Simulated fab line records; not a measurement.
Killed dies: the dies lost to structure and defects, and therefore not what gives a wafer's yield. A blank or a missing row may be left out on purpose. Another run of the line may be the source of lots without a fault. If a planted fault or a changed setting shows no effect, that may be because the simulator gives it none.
fab line records | flow nand-harc
record lots=24 wafers=72 last-day=34
route steps=1302 shown A_WL_FILL@972 A_CONTACT@997
lots that met no fault: from a run of the same line without faults
start-h: hours from the record's opening day to when the first of the lot's shown wafers began | wait-h: time in hours since the lot's previous step | " the same as in the row above | L1.1+2: several wafers, shown together as one row | - value missing, or start not given | * or withheld: withheld | < > ~ a bound
route shown NAME@n: NAME is a module with steps in the file, n the number in the route of the first one | usual: the fault-free wafers' mean and standard deviation | same: alike in all rows | chamber/n: place in a boat | sites: each site's reading | _std_site: their standard deviation | _edge_site: outer sites' mean less inner sites' | radius-mm: how far each site lies from the wafer's centre | mask NAME#n: copy n | behind: tool/chamber where the wafer was last shaped | hold: the reason the lot was held/the length of the hold in hours/how it ended | device: transistor that didn't switch, given as n, p or np | end of line: at the end of the route, the tests of the same wafers | step lacking rows: just its recipe | killed: at the first sort, the dies lost to defects and structure; wafer yield is something else | map: shows each die of a wafer: x if killed, . if not, _ if none is there
set.NAME: setting as actually run; set.NAME@STEP: the setting as run at that earlier step | model.NAME: the simulator's own value behind a step, which no gauge read
a sample of lots followed through the steps of the route, with each step as a table and each wafer as a row
services: a tool's chamber out of use, with start hour (start-h, from the record's first day; less than 0 if before it), hours out, and reason
## steps
# step NHARC_A_WL_FILL_ETCHBACK_26
# recipe target-depth-a=520 time-s=13.3 hbr-flow-sccm=150 rf-w=350 icp-w=350 bias-w=60 chemistry=HBr
# usual drypump-motor-current-A=5.5/0.52 oes-product-au=0.999/0.0085 throttle-valve-pct=23.267/0.0089
# columns lot.wafer tool chamber start-h wait-h drypump-motor-current-A oes-product-au rf-hours-counter-h throttle-valve-pct
L075.2 rie-si-05 2 493.31 0.4 4.9 1.008 0 23.276
L075.1 " 0 " " 5.2 0.990 0 23.268
L075.5 " 2 " " 4.9 1.010 - 23.268
L074.3 rie-si-05 0 498.43 0.4 5.1 0.995 0.1 23.257
L074.6 " 3 " " 5.3 0.994 - 23.267
L074.5 " 0 " " 5.1 0.987 - 23.269
L076.2 rie-si-04 1 498.43 0.4 6.0 0.994 1.0 23.261
L076.6 " 0 " " 5.0 0.995 - 23.267
L076.5 " 1 " " 6.0 0.987 - 23.264
L078.1 rie-si-05 0 506.44 0.4 5.1 0.993 0.1 23.275
L078.6 " 1 " " 6.0 1.002 - 23.262
L078.5 " 2 " " 4.9 1.009 - 23.269
L077.2 rie-si-04 0 510.19 0.4 5.0 1.014 1.0 23.273
L077.3 " 2 " " 5.6 1.015 1.0 23.287
L077.5 " 3 " " 6.5 1.010 - 23.266
L081.4 rie-si-04 2 546.09 0.4 5.6 1.003 0.1 23.274
L081.2 " 3 " " 6.5 1.005 0.1 23.264
L081.3 " 1 " " 6.0 0.989 0.1 23.259
L080.3 rie-si-05 0 546.10 0.4 5.1 0.991 0.3 23.265
L080.2 " 2 " " 4.9 0.999 0.4 23.269
L080.5 " 0 " " 5.1 0.985 - 23.270
L079.1 rie-si-03 3 546.11 0.4 5.3 0.997 1.0 23.269
L079.5 " 3 " " 5.3 0.992 - 23.277
L079.6 " 0 " " 6.2 0.995 - 23.265
L084.1 rie-si-05 3 582.27 0.4 5.3 0.984 0.7 23.265
L084.2 " 1 " " 6.0 0.990 0.6 23.267
L084.6 " 3 " " 5.3 0.989 - 23.263
L082.2 rie-si-04 2 582.30 0.4 5.6 0.998 0.5 23.264
L082.4 " 3 " " 6.5 1.003 0.5 23.250
L082.1 " 1 " " 6.0 0.992 0.4 23.269
L083.1 rie-si-05 2 582.34 0.5 4.9 1.003 0.7 23.258
L083.3 " 3 " " 5.3 0.994 0.7 23.260
L083.2 " 0 " " 5.1 0.981 0.6 23.269
L085.3 rie-si-04 3 596.70 0.4 6.5 0.999 0.5 23.261
L085.2 " 0 " " 5.0 1.001 0.5 23.249
L085.6 " 0 " " 5.0 0.995 - 23.270
L086.2 rie-si-05 2 604.42 0.4 4.9 1.006 0.8 23.267
L086.1 " 0 " " 5.1 0.991 0.7 23.261
L086.5 " 2 " " 4.9 1.007 - 23.274
L087.1 rie-si-05 3 618.06 0.4 5.3 0.989 0.8 23.248
L087.3 " 0 " " 5.1 0.997 0.7 23.262
L087.6 " 2 " " 4.9 1.018 - 23.274
L089.2 rie-si-03 0 627.79 0.4 6.2 0.998 0.4 23.254
L089.5 " 2 " " 5.5 1.004 - 23.268
L089.6 " 3 " " 5.3 0.992 - 23.267
L088.2 rie-si-04 2 631.72 0.4 5.6 1.003 0.8 23.262
L088.3 " 0 " " 5.0 0.990 0.6 23.257
L088.5 " 2 " " 5.6 0.992 - 23.277
L092.1 rie-si-03 2 661.02 0.4 5.5 1.005 0.4 23.294
L092.2 " 3 " " 5.3 0.996 0.6 23.273
L092.4 " 1 " " 5.1 0.991 0.4 23.267
L090.2 rie-si-04 1 661.06 0.4 6.0 1.002 0.8 23.267
L090.6 " 2 " " 5.6 1.002 - 23.262
L090.5 " 3 " " 6.5 1.001 - 23.274
L091.4 rie-si-04 0 666.29 0.4 5.0 0.995 0.9 23.264
L091.2 " 1 " " 6.0 0.995 0.9 23.267
L091.6 " 0 " " 5.0 0.991 - 23.267
L095.2 rie-si-04 1 680.85 0.4 6.0 1.001 1.0 23.265
L095.5 " 1 " " 6.0 0.995 - 23.261
L095.6 " 2 " " 5.6 0.996 - 23.271
L093.1 rie-si-05 2 684.68 0.4 4.9 1.004 0.0 23.267
L093.4 " 3 " " 5.3 1.021 0.1 23.285
L093.6 " 2 " " 4.9 1.010 - 23.274
L094.1 rie-si-03 3 684.71 0.4 5.3 1.000 0.8 23.266
L094.4 " 1 " " 5.1 1.003 - 23.276
L094.5 " 3 " " 5.3 0.994 - 23.259
L096.1 rie-si-04 1 708.21 0.4 6.0 1.000 0.0 23.280
L096.4 " 2 " " 5.6 0.999 0.0 23.265
L096.3 " 3 " " 6.5 1.004 0.0 23.256
L097.2 rie-si-05 1 721.24 0.4 5.9 1.017 0.2 23.253
L097.1 " 3 " " 5.3 1.011 0.4 23.260
L097.5 " 2 " " 4.9 0.992 - 23.258
# step NHARC_A_CONTACT_CD_MEAS_42
# recipe target-cd-nm=300 landing-energy-ev=500
# usual cd-nm=300.0/0.62
# columns lot.wafer tool chamber start-h wait-h cd-nm
L075.1 cd-sem-01 0 500.68 - 300.9
L075.2 " 0 " " 300.7
L075.5 " 0 " " 300.4
L074.3 cd-sem-03 0 505.17 - 299.8
L074.5 " 0 " " 300.2
L074.6 " 0 " " 300.7
L076.2 cd-sem-01 0 506.16 - 301.4
L076.5 " 0 " " 300.7
L076.6 " 0 " " 300.8
L078.1 cd-sem-01 0 514.77 - 300.8
L078.5 " 0 " " 300.0
L078.6 " 0 " " 300.2
L077.2 cd-sem-01 0 518.87 - 299.2
L077.3 " 0 " " 299.5
L077.5 " 0 " " 299.3
L079.1 cd-sem-02 0 554.03 - 299.3
L079.5 " 0 " " 300.0
L079.6 " 0 " " 300.2
L080.2 cd-sem-01 0 555.30 - 300.3
L080.3 " 0 " " 300.1
L080.5 " 0 " " 300.3
L081.2 cd-sem-03 0 555.91 - 299.5
L081.3 " 0 " " 300.5
L081.4 " 0 " " 299.8
L084.1 cd-sem-03 0 589.29 - 300.4
L084.2 " 0 " " 299.9
L084.6 " 0 " " 300.2
L082.1 cd-sem-03 0 590.42 - 299.3
L082.2 " 0 " " 298.5
L082.4 " 0 " " 298.8
L083.1 cd-sem-02 0 591.30 - 300.0
L083.2 " 0 " " 299.5
L083.3 " 0 " " 298.7
L085.2 cd-sem-01 0 604.76 - 301.2
L085.3 " 0 " " 300.3
L085.6 " 0 " " 301.0
L086.1 cd-sem-01 0 611.21 - 300.0
L086.2 " 0 " " 299.8
L086.5 " 0 " " 300.5
L087.1 cd-sem-03 0 625.17 - 300.0
L087.3 " 0 " " 300.3
L087.6 " 0 " " 299.7
L089.2 cd-sem-03 0 636.41 - 300.7
L089.5 " 0 " " 299.8
L089.6 " 0 " " 299.8
L088.2 cd-sem-01 0 640.60 - 299.7
L088.3 " 0 " " 298.6
L088.5 " 0 " " 299.8
L092.1 cd-sem-02 0 669.04 - 300.8
L092.2 " 0 " " 300.4
L092.4 " 0 " " 300.8
L090.2 cd-sem-01 0 670.88 - 300.0
L090.5 " 0 " " 300.1
L090.6 " 0 " " 299.8
L091.2 cd-sem-02 0 678.83 - 300.2
L091.4 " 0 " " 299.3
L091.6 " 0 " " 299.1
L095.2 cd-sem-01 0 687.61 - 298.7
L095.5 " 0 " " 299.2
L095.6 " 0 " " 300.1
L093.1 cd-sem-01 0 694.19 - 300.9
L093.4 " 0 " " 299.9
L093.6 " 0 " " 301.2
L094.1 cd-sem-02 0 694.35 - 299.8
L094.4 " 0 " " 300.6
L094.5 " 0 " " 299.4
L096.1 cd-sem-03 0 716.42 - 299.7
L096.3 " 0 " " 299.4
L096.4 " 0 " " 299.4
L097.1 cd-sem-03 0 728.58 - 300.3
L097.2 " 0 " " 299.7
L097.5 " 0 " " 299.4
# step NHARC_A_CONTACT_ETCH_50
# recipe target-depth-a=1210 time-s=60.5 cf4-flow-sccm=100 chf3-flow-sccm=30 ar-flow-sccm=0 rf-w=500 bias-w=200 chemistry=CF4/CHF3
# usual drypump-motor-current-A=5.51/0.28 oes-product-au=0.946/0.023 rf-vpp-V=370.7/2.7 showerhead-plenum-p-Torr=1.58/0.078 throttle-valve-pct=16.803/0.0094
# columns lot.wafer tool chamber start-h wait-h drypump-motor-current-A oes-product-au rf-hours-counter-h rf-vpp-V showerhead-plenum-p-Torr throttle-valve-pct
L075.1 rie-diel-03 1 - - 5.31 0.961 5 367.4 1.46 16.802
L075.2 " 2 " " 5.15 0.990 6 372.8 1.65 16.798
L075.5 " 0 " " 5.69 0.949 - 372.1 1.64 16.793
L074.3 rie-diel-03 1 - - 5.31 0.967 6 367.0 1.46 16.801
L074.6 " 3 " " 5.67 0.970 - 371.8 1.62 16.808
L074.5 " 0 " " 5.61 0.969 - 372.8 1.64 16.806
L076.2 rie-diel-05 1 - - 5.29 0.919 30 368.8 1.49 16.799
L076.5 " 0 " " 5.55 0.927 - 374.9 1.68 16.799
L076.6 " 1 " " 5.29 0.919 - 366.9 1.49 16.794
L078.1 rie-diel-05 0 - - 5.56 0.928 26 373.9 1.68 16.804
L078.5 " 1 " " 5.28 0.918 - 367.9 1.49 16.812
L078.6 " 2 " " 6.48 0.909 - 366.1 1.46 16.788
L077.3 rie-diel-03 3 - - 5.69 0.938 10 372.4 1.62 16.826
L077.2 " 2 " " 5.16 0.950 9 373.1 1.65 16.803
L077.5 " 0 " " 5.69 0.935 - 374.3 1.64 16.800
L079.1 rie-diel-03 2 - - 5.16 0.969 14 371.2 1.65 16.802
L079.5 " 1 " " 5.28 0.974 - 366.6 1.46 16.789
L079.6 " 2 " " 5.15 0.979 - 372.6 1.65 16.800
L080.2 rie-diel-05 3 - - 5.15 0.936 37 372.3 1.61 16.800
L080.3 " 0 " " 5.56 0.936 39 375.0 1.68 16.801
L080.5 " 0 " " 5.55 0.943 - 375.0 1.68 16.805
L081.3 rie-diel-13 0 - - 5.31 0.930 12 365.7 1.47 16.804
L081.4 " 1 " " 5.54 0.972 10 369.3 1.51 16.803
L081.2 " 2 " " 5.63 0.975 8 370.0 1.54 16.802
L084.1 rie-diel-13 1 - - 5.54 0.927 23 369.7 1.51 16.783
L084.2 " 2 " " 5.63 0.925 24 367.9 1.54 16.797
L084.6 " 3 " " 5.69 0.942 - 368.7 1.53 16.789
L082.4 rie-diel-03 1 - - 5.32 0.922 19 367.7 1.46 16.803
L082.1 " 3 " " 5.65 0.915 21 371.6 1.62 16.807
L082.2 " 0 " " 5.63 0.923 21 372.9 1.64 16.789
L083.1 rie-diel-13 2 - - 5.62 0.946 24 371.1 1.54 16.821
L083.2 " 3 " " 5.66 0.961 29 371.0 1.53 16.806
L083.3 " 1 " " 5.55 0.953 25 370.0 1.51 16.804
L085.3 rie-diel-03 0 - - 5.67 0.980 25 372.8 1.64 16.795
L085.2 " 2 " " 5.16 0.966 21 372.9 1.65 16.793
L085.6 " 3 " " 5.66 0.960 - 372.1 1.62 16.805
L086.2 rie-diel-03 0 - - 5.64 0.966 27 372.9 1.64 16.787
L086.1 " 1 " " 5.30 0.982 24 366.9 1.46 16.804
L086.5 " 1 " " 5.29 0.970 - 366.8 1.46 16.806
L087.1 rie-diel-03 0 - - 5.63 0.932 30 372.8 1.64 16.798
L087.3 " 1 " " 5.33 0.932 26 366.6 1.46 16.805
L087.6 " 0 " " 5.69 0.931 - 372.6 1.64 16.807
L089.2 rie-diel-13 2 - - 5.63 0.935 42 369.7 1.53 16.803
L089.5 " 2 " " 5.65 0.935 - 369.8 1.53 16.811
L089.6 " 3 " " 5.70 0.923 - 368.2 1.53 16.795
L088.3 rie-diel-05 0 - - 5.55 0.932 16 374.3 1.67 16.818
L088.2 " 1 " " 5.29 0.941 17 366.8 1.48 16.814
L088.5 " 3 " " 5.12 0.935 - 371.8 1.60 16.804
L092.2 rie-diel-03 0 - - 5.67 0.923 4 373.2 1.63 16.815
L092.1 " 1 " " 5.32 0.946 4 374.4 1.70 16.788
L092.4 " 2 " " 5.14 0.924 4 373.7 1.64 16.806
L090.2 rie-diel-13 0 - - 5.32 0.925 54 368.1 1.46 16.791
L090.5 " 1 " " 5.53 0.922 - 369.1 1.50 16.801
L090.6 " 2 " " 5.61 0.932 - 368.7 1.53 16.800
L091.4 rie-diel-03 0 - - 5.65 0.951 5 372.1 1.63 16.802
L091.2 " 1 " " 5.30 0.984 5 374.3 1.70 16.799
L091.6 " 3 " " 5.67 0.969 - 371.8 1.61 16.799
L095.2 rie-diel-03 2 - - 5.12 0.963 7 372.3 1.64 16.811
L095.6 " 2 " " 5.15 0.974 - 373.4 1.64 16.787
L095.5 " 3 " " 5.66 0.978 - 371.8 1.61 16.804
L093.1 rie-diel-05 1 - - 5.29 0.920 35 367.9 1.48 16.801
L093.4 " 2 " " 6.47 0.916 29 373.4 1.69 16.808
L093.6 " 0 " " 5.54 0.926 - 373.8 1.67 16.818
L094.4 rie-diel-13 2 - - 5.63 0.920 63 368.3 1.53 16.795
L094.1 " 3 " " 5.69 0.922 66 366.6 1.52 16.786
L094.5 " 2 " " 5.60 0.921 - 367.6 1.53 16.823
L096.4 rie-diel-13 3 - - 5.69 0.991 7 368.3 1.52 16.801
L096.1 " 1 " " 5.53 0.955 4 368.7 1.50 16.806
L096.3 " 2 " " 5.62 0.977 4 368.3 1.53 16.824
L097.1 rie-diel-03 2 - - 5.15 0.918 13 373.8 1.64 16.802
L097.2 " 3 " " 5.71 0.972 14 371.4 1.61 16.795
L097.5 " 1 " " 5.30 0.971 - 373.7 1.70 16.801
# step NHARC_A_CONTACT_ETCH_114
# recipe source-w=withheld pressure-mtorr=20 bias-v=3000 time-s=190 target-depth-a=18500 ar-flow-sccm=withheld c4f8-flow-sccm=withheld o2-flow-sccm=withheld chemistry=C4F8/O2/Ar
# usual oes-air-line-au=1.002/0.022
# columns lot.wafer tool chamber start-h wait-h oes-air-line-au rf-hours-counter-h
L075.1 har-cap-etch-03 0 503.22 0.1 1.017 41
L075.2 " 1 " " 1.000 41
L075.5 " 1 " " 1.018 -
L074.3 har-cap-etch-02 1 507.76 0.1 1.004 -
L074.6 " 1 " " 0.985 -
L074.5 " 0 " " 1.049 -
L076.2 har-cap-etch-03 1 508.86 0.1 0.995 43
L076.5 " 1 " " 0.991 -
L076.6 " 0 " " 0.995 -
L078.1 har-cap-etch-02 0 517.35 0.1 0.977 85
L078.6 " 1 " " 0.994 -
L078.5 " 0 " " 0.988 -
L077.2 har-cap-etch-02 1 521.46 0.1 1.028 88
L077.3 " 1 " " 1.017 -
L077.5 " 1 " " 1.015 -
L079.1 har-cap-etch-03 1 556.58 0.1 0.941 51
L079.5 " 1 " " 0.962 -
L079.6 " 0 " " 1.034 -
L080.2 har-cap-etch-01 1 557.85 0.1 0.991 7
L080.3 " 1 " " 1.006 -
L080.5 " 1 " " 0.980 -
L081.2 har-cap-etch-02 1 558.46 0.1 0.985 93
L081.3 " 1 " " 0.997 -
L081.4 " 0 " " 1.018 -
L084.2 har-cap-etch-03 1 591.84 0.1 0.962 57
L084.1 " 0 " " 1.009 57
L084.6 " 1 " " 0.977 -
L082.1 har-cap-etch-01 1 592.99 0.1 0.999 12
L082.2 " 0 " " 1.029 12
L082.4 " 0 " " 1.032 -
L083.1 har-cap-etch-02 0 593.87 0.1 0.988 98
L083.2 " 1 " " 0.988 98
L083.3 " 0 " " 0.986 -
L085.2 har-cap-etch-03 1 607.32 0.1 1.007 61
L085.3 " 1 " " 1.031 -
L085.6 " 1 " " 1.001 -
L086.2 har-cap-etch-02 1 614.07 0.1 1.000 103
L086.1 " 0 " " 1.001 103
L086.5 " 1 " " 1.006 -
L087.1 har-cap-etch-02 0 627.77 0.1 1.008 105
L087.3 " 0 " " 0.988 -
L087.6 " 0 " " 0.990 -
L089.2 har-cap-etch-03 0 639.52 0.1 1.028 68
L089.6 " 0 " " 1.010 -
L089.5 " 1 " " 0.984 -
L088.2 har-cap-etch-01 1 643.92 0.1 1.008 22
L088.3 " 0 " " 1.025 -
L088.5 " 0 " " 1.019 -
L092.2 har-cap-etch-01 0 671.57 0.1 1.008 26
L092.1 " 1 " " 1.017 26
L092.4 " 0 " " 1.002 -
L090.2 har-cap-etch-02 1 673.49 0.1 1.009 112
L090.5 " 0 " " 1.023 -
L090.6 " 1 " " 1.019 -
L091.2 har-cap-etch-03 0 681.40 0.1 1.017 73
L091.4 " 0 " " 0.970 -
L091.6 " 0 " " 1.007 -
L095.2 har-cap-etch-03 1 690.20 0.1 0.999 75
L095.5 " 0 " " 1.016 -
L095.6 " 1 " " 1.012 -
L093.1 har-cap-etch-03 1 696.75 0.1 0.999 77
L093.4 " 0 " " 0.966 -
L093.6 " 1 " " 0.995 -
L094.1 har-cap-etch-01 0 696.96 0.1 0.958 32
L094.4 " 0 " " 0.955 -
L094.5 " 0 " " 0.990 -
L096.1 har-cap-etch-01 1 719.36 0.1 0.982 37
L096.4 " 0 " " 0.998 -
L096.3 " 1 " " 0.996 -
L097.1 har-cap-etch-03 0 731.13 0.1 1.030 85
L097.2 " 1 " " 0.972 85
L097.5 " 1 " " 0.970 -
# step NHARC_A_CONTACT_ETCH_120
# recipe source-w=withheld pressure-mtorr=20 bias-v=3000 time-s=190 target-depth-a=18500 ar-flow-sccm=withheld c4f8-flow-sccm=withheld o2-flow-sccm=withheld chemistry=C4F8/O2/Ar
# usual oes-air-line-au=0.998/0.018
# columns lot.wafer tool chamber start-h wait-h oes-air-line-au rf-hours-counter-h
L075.1 har-cap-etch-03 0 504.24 0.1 0.990 42
L075.2 " 1 " " 1.008 42
L075.5 " 1 " " 0.981 -
L074.3 har-cap-etch-02 1 508.79 0.1 1.023 -
L074.6 " 1 " " 1.013 -
L074.5 " 0 " " 0.965 -
L076.2 har-cap-etch-03 1 509.88 0.1 1.038 44
L076.5 " 1 " " 1.000 -
L076.6 " 0 " " 1.007 -
L078.1 har-cap-etch-02 0 518.38 0.1 0.988 86
L078.6 " 1 " " 0.956 -
L078.5 " 0 " " 0.991 -
L077.2 har-cap-etch-02 1 522.48 0.1 0.989 89
L077.3 " 1 " " 0.994 -
L077.5 " 1 " " 1.007 -
L079.1 har-cap-etch-03 1 557.61 0.1 1.018 52
L079.5 " 1 " " 0.994 -
L079.6 " 0 " " 1.001 -
L080.2 har-cap-etch-01 1 558.88 0.1 0.986 8
L080.3 " 1 " " 1.003 -
L080.5 " 1 " " 1.008 -
L081.2 har-cap-etch-02 1 559.49 0.1 0.984 94
L081.3 " 1 " " 0.970 -
L081.4 " 0 " " 0.977 -
L084.2 har-cap-etch-03 1 592.87 0.1 1.012 58
L084.1 " 0 " " 0.990 58
L084.6 " 1 " " 0.995 -
L082.1 har-cap-etch-01 1 594.02 0.1 0.987 13
L082.2 " 0 " " 1.022 13
L082.4 " 0 " " 0.987 -
L083.1 har-cap-etch-02 0 594.91 0.1 0.995 99
L083.2 " 1 " " 1.020 99
L083.3 " 0 " " 0.993 -
L085.2 har-cap-etch-03 1 608.35 0.1 1.014 62
L085.3 " 1 " " 1.000 -
L085.6 " 1 " " 0.997 -
L086.2 har-cap-etch-02 1 615.10 0.1 1.017 103
L086.1 " 0 " " 0.996 103
L086.5 " 1 " " 1.015 -
L087.1 har-cap-etch-02 0 628.79 0.1 1.019 106
L087.3 " 0 " " 1.014 -
L087.6 " 0 " " 1.012 -
L089.2 har-cap-etch-03 0 640.55 0.1 1.018 68
L089.6 " 0 " " 1.001 -
L089.5 " 1 " " 0.995 -
L088.2 har-cap-etch-01 1 644.95 0.1 0.969 23
L088.3 " 0 " " 0.977 -
L088.5 " 0 " " 0.973 -
L092.2 har-cap-etch-01 0 672.59 0.1 1.025 27
L092.1 " 1 " " 1.020 27
L092.4 " 0 " " 1.005 -
L090.2 har-cap-etch-02 1 674.53 0.1 1.018 113
L090.5 " 0 " " 1.003 -
L090.6 " 1 " " 1.004 -
L091.2 har-cap-etch-03 0 682.42 0.1 1.000 74
L091.4 " 0 " " 1.000 -
L091.6 " 0 " " 0.985 -
L095.2 har-cap-etch-03 1 691.22 0.1 1.005 76
L095.5 " 0 " " 0.986 -
L095.6 " 1 " " 1.015 -
L093.1 har-cap-etch-03 1 697.78 0.1 0.974 78
L093.4 " 0 " " 1.031 -
L093.6 " 1 " " 1.016 -
L094.1 har-cap-etch-01 0 697.98 0.1 0.976 33
L094.4 " 0 " " 0.981 -
L094.5 " 0 " " 0.978 -
L096.1 har-cap-etch-01 1 720.39 0.1 0.992 38
L096.4 " 0 " " 1.020 -
L096.3 " 1 " " 0.999 -
L097.1 har-cap-etch-03 0 732.16 0.1 1.007 86
L097.2 " 1 " " 1.001 86
L097.5 " 1 " " 0.974 -
# step NHARC_A_CONTACT_CD_MEAS_53
# usual cd-nm=289.3/0.72
# columns lot.wafer tool chamber start-h wait-h cd-nm
L075.1 cd-sem-01 - 505.98 - 289.2
L075.2 " - " " 289.5
L075.5 " - " " 289.0
L074.3 cd-sem-01 - 510.43 - 287.9
L074.5 " - " " 287.9
L074.6 " - " " 289.1
L076.2 cd-sem-03 - 511.59 - 288.8
L076.5 " - " " 288.5
L076.6 " - " " 288.2
L078.1 cd-sem-03 - 520.10 - 288.4
L078.5 " - " " 288.7
L078.6 " - " " 288.8
L077.2 cd-sem-01 - 524.15 - 289.7
L077.3 " - " " 290.1
L077.5 " - " " 290.2
L079.1 cd-sem-01 - 559.32 - 289.0
L079.5 " - " " 289.3
L079.6 " - " " 288.8
L080.2 cd-sem-03 - 560.59 - 290.0
L080.3 " - " " 288.5
L080.5 " - " " 288.8
L081.2 cd-sem-01 - 561.23 - 290.0
L081.3 " - " " 289.4
L081.4 " - " " 290.3
L084.1 cd-sem-03 - 594.57 - 289.2
L084.2 " - " " 289.2
L084.6 " - " " 289.7
L082.1 cd-sem-02 - 595.73 - 290.6
L082.2 " - " " 291.1
L082.4 " - " " 290.8
L083.1 cd-sem-01 - 596.60 - 287.9
L083.2 " - " " 288.4
L083.3 " - " " 288.5
L085.2 cd-sem-01 - 610.17 - 289.9
L085.3 " - " " 289.1
L085.6 " - " " 290.0
L086.1 cd-sem-03 - 616.80 - 289.1
L086.2 " - " " 289.5
L086.5 " - " " 289.3
L087.1 cd-sem-01 - 630.46 - 289.7
L087.3 " - " " 289.9
L087.6 " - " " 289.8
L089.2 cd-sem-01 - 642.25 - 289.2
L089.5 " - " " 289.4
L089.6 " - " " 288.7
L088.2 cd-sem-03 - 646.63 - 288.6
L088.3 " - " " 289.5
L088.5 " - " " 288.9
L092.1 cd-sem-03 - 674.30 - 288.5
L092.2 " - " " 289.5
L092.4 " - " " 288.6
L090.2 cd-sem-01 - 676.21 - 288.8
L090.5 " - " " 288.4
L090.6 " - " " 288.8
L091.2 cd-sem-02 - 684.11 - 290.1
L091.4 " - " " 290.1
L091.6 " - " " 289.4
L095.2 cd-sem-02 - 692.90 - 289.4
L095.5 " - " " 289.9
L095.6 " - " " 289.5
L093.1 cd-sem-02 - 699.48 - 290.0
L093.4 " - " " 290.3
L093.6 " - " " 290.3
L094.1 cd-sem-03 - 699.72 - 289.0
L094.4 " - " " 290.3
L094.5 " - " " 289.6
L096.1 cd-sem-03 - 722.11 - 288.6
L096.3 " - " " 289.3
L096.4 " - " " 289.3
L097.1 cd-sem-02 - 733.86 - 289.7
L097.2 " - " " 289.4
L097.5 " - " " 289.5
## services
# columns tool chamber start-h hours kind
rie-si-05 2 480.46 2.9 repair
rie-si-05 - 482.00 9.0 pm
har-cap-etch-01 - 497.13 17.0 pm
rie-si-03 - 497.88 0.2 repair
rie-diel-13 0 499.96 6.0 repair
rie-si-04 - 519.00 9.0 pm
rie-diel-05 3 519.22 5.4 repair
rie-diel-13 - 520.19 9.0 pm
har-cap-etch-03 - 529.17 1.1 repair
rie-si-05 0 535.36 8.6 repair
rie-si-04 1 535.85 4.1 repair
rie-si-03 1 537.47 4.1 repair
rie-si-05 1 557.96 2.3 repair
rie-diel-05 - 583.68 9.0 pm
rie-diel-03 - 588.78 0.5 repair
rie-si-05 - 626.86 0.9 repair
rie-si-05 0 630.81 16.0 repair
rie-si-05 - 659.00 9.0 pm
rie-diel-13 0 666.80 4.1 repair
rie-si-04 0 688.09 6.6 repair
rie-si-04 - 696.00 9.0 pm
rie-diel-13 - 698.15 9.0 pm
rie-diel-03 2 716.99 10.6 repair
rie-si-04 3 723.78 8.9 repair
## key
fault none
